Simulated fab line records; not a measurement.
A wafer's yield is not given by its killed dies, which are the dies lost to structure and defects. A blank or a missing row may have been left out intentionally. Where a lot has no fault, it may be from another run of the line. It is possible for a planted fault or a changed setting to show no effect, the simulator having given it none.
Chamber matching | flow n5-finfet | N5_BEOL_M3_STRIP_36 on rie-diel-02 has 4 sister chambers
The step strips in N2/H2. 8 wafers are shown with their chamber, then 12 later ones without.

== EACH WAFER AND ITS CHAMBER ==
wafer  | chamber | drypump-motor-current-A (A) | throttle-valve-pct (%)
L078.6 | 0       | 5.4                         | 23.4
L083.5 | 1       | 5.7                         | 23.8
L084.4 | 1       | 5.7                         | 23.8
L085.4 | 0       | 5.3                         | 23.4
L085.5 | 3       | 5.4                         | 24.2
L087.1 | 3       | 5.4                         | 24.2
L087.4 | 2       | 6.4                         | 23.5
L087.5 | 2       | 6.5                         | 23.6

== WAFERS WITHOUT THEIR CHAMBER ==
wafer  | drypump-motor-current-A (A) | throttle-valve-pct (%)
L090.3 | 5.4                         | 23.3
L090.5 | 5.7                         | 23.7
L090.6 | 5.4                         | 23.4
L089.2 | 5.7                         | 23.8
L089.4 | 6.5                         | 23.5
L089.6 | 6.4                         | 23.6
L095.1 | 6.4                         | 23.5
L095.4 | 5.4                         | 23.4
L095.5 | 6.5                         | 23.5
L094.1 | 5.4                         | 24.2
L094.2 | 5.4                         | 23.4
L094.4 | 5.7                         | 23.8

== WHICH CHAMBER EACH ONE RAN IN ==
wafer  | from the rows above | in truth
L090.3 | 0                   | 0
L090.5 | 1                   | 1
L090.6 | 0                   | 0
L089.2 | 1                   | 1
L089.4 | 2                   | 2
L089.6 | 2                   | 2
L095.1 | 2                   | 2
L095.4 | 0                   | 0
L095.5 | 2                   | 2
L094.1 | 3                   | 3
L094.2 | 0                   | 0
L094.4 | 1                   | 1
Correctly placed: 12 of 12. From these rows, 0 cannot be placed. Number placed wrongly: 0.
How it was worked out, from the rows above alone: a wafer's distance from a chamber is the root of the sum, over the readings, of the square of ((its reading less the chamber's mean) divided by the reading's scatter). If the next closest chamber is less than 2 further off than the closest, the wafer can't be placed; otherwise it belongs to the closest. Each chamber's mean is taken over the wafers shown for it. How the scatter is found: for the shown wafers, subtract from each reading the mean of its chamber, square and add these, divide the total by (wafers less chambers), then take the root.
